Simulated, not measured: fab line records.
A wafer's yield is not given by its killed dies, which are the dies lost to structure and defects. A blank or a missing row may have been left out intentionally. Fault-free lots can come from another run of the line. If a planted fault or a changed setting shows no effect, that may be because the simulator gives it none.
Struck lot and sound lot, side by side + flow n5-finfet + 24 steps out of a route of 1938
Sound: these wafers, L672.1, L672.2, L672.6. Wafers struck: L681.1, L681.2, L681.3. Last of all comes the cause.
At each step with rows: each side's tool, then ch and its chambers, then its first start. Under that, the readings that differ: sound wafers + struck wafers + difference of the means + sigmas: that difference in standard deviations of wafers without a fault.
alike: same words and numbers on both sides, and readings whose means sit less than 2 such deviations apart. not compared: any withheld reading, any reading some wafer has no value for, any bound like >300 that may hide the same value, and any number with overlapping values for which the record gives no deviation.
The two part at a step that has a row with sigmas, a row that says differs or no value, or rows on one side only. Numbers that have no deviation but don't overlap get no sigmas and don't part them. A reading that every wafer of one side lacks parts them only if that side has two wafers or more.

first, 9 steps without rows for these wafers: N5_BEOL_M1_PEB_09 (peb time 60 s); N5_BEOL_M1_DEVELOP_10 (develop time 30 s); N5_BEOL_M1_DESCUM_16 (chemistry O2, time 7 s); N5_BEOL_M1_ETCH_74 (etches underlayer in N2/H2, target depth 6.5 nm, time 5.2 s); N5_BEOL_M1_ETCH_63 (etches SiARC in CF4, target depth 15.6 nm, time 26 s); N5_BEOL_M1_ETCH_64 (etches SOC in N2/H2, target depth 75 nm, overetch 15 nm, time 112.5 s); N5_BEOL_M1_STRIP_65 (strips in N2/H2); N5_BEOL_M1_STRIP_75 (strips in N2/H2); N5_BEOL_M1_STRIP_66 (strips in CF4).
N5_BEOL_M1_HM_OPEN_17: chemistry Cl2/BCl3, target TiN, target depth 20 nm, overetch 6 nm.
  sound on rie-metal-01 ch 0,1, day 6 03:58; struck on rie-metal-01 ch 0,1, day 8 20:11
  alike: bcl3-flow-sccm, drypump-motor-current-A, oes-product-au, throttle-valve-pct
  not compared: rf-hours-counter-h
then, 10 steps without rows for these wafers: N5_BEOL_M1_STRIP_19 (strips in O2); N5_BEOL_M1_COAT_67 (time 60 s, resist thk 60 nm); N5_BEOL_M1_COAT_68 (time 60 s, resist thk 12 nm); N5_BEOL_M1_COAT_76 (time 60 s, resist thk 5 nm); N5_BEOL_M1_COAT_22 (resist thk 30 nm); N5_BEOL_M1_EBR_24; N5_BEOL_M1_SOFTBAKE_23 (time 60 s); N5_BEOL_M1_EXPOSE_25 (exposes mask V0, defocus 5 nm, target cd 24 nm); N5_BEOL_M1_PEB_26 (peb time 60 s); N5_BEOL_M1_DEVELOP_27 (develop time 30 s).
N5_BEOL_M1_INSPECT_30: inspects for defects (brightfield).
  sound: defect-inspect-02 at day 6 04:41; struck: defect-inspect-02 at day 8 20:54
| reading          | sound       | struck         | difference | sigmas |
|------------------|-------------|----------------|------------|--------|
| raw-defect-count | 478 748 819 | 1247 1169 1140 | +504       | +4     |
then, 1 step without rows for these wafers: N5_BEOL_M1_DESCUM_33 (chemistry O2, time 7 s).
N5_BEOL_M4_RC_MEAS_101:
  sound on prober-02 ch 0, day 8 01:55; struck on prober-02 ch 0, day 10 17:59
| reading       | sound          | struck         | difference | sigmas |
|---------------|----------------|----------------|------------|--------|
| DIBL_P (mV/V) | 37.4 35.4 34.3 | 31.5 33.8 31.2 | -3.5       | -2     |
| SS_P (mV/dec) | 74.1 73.3 73.0 | 71.5 72.6 71.6 | -1.6       | -2     |
  alike: DIBL_N, IOFF_N, IOFF_P, ION_N, ION_P, SS_N, VT_N, VT_P
-- the record jumps here: 4 days lie between the struck wafers' starts before and after (it left off in module BEOL_M4 and takes up again in module PASSIVATION, whose first step shown is number 1936 of the route) --
N5_PASSIVATION_PROBE_49:
  the record has rows for the struck wafers here (prober-01, day 15 00:17) and none for the sound ones

WHERE THEY PART
First at N5_BEOL_M1_INSPECT_30; last, within this record, at N5_PASSIVATION_PROBE_49.

WHY: whatever the simulator had introduced
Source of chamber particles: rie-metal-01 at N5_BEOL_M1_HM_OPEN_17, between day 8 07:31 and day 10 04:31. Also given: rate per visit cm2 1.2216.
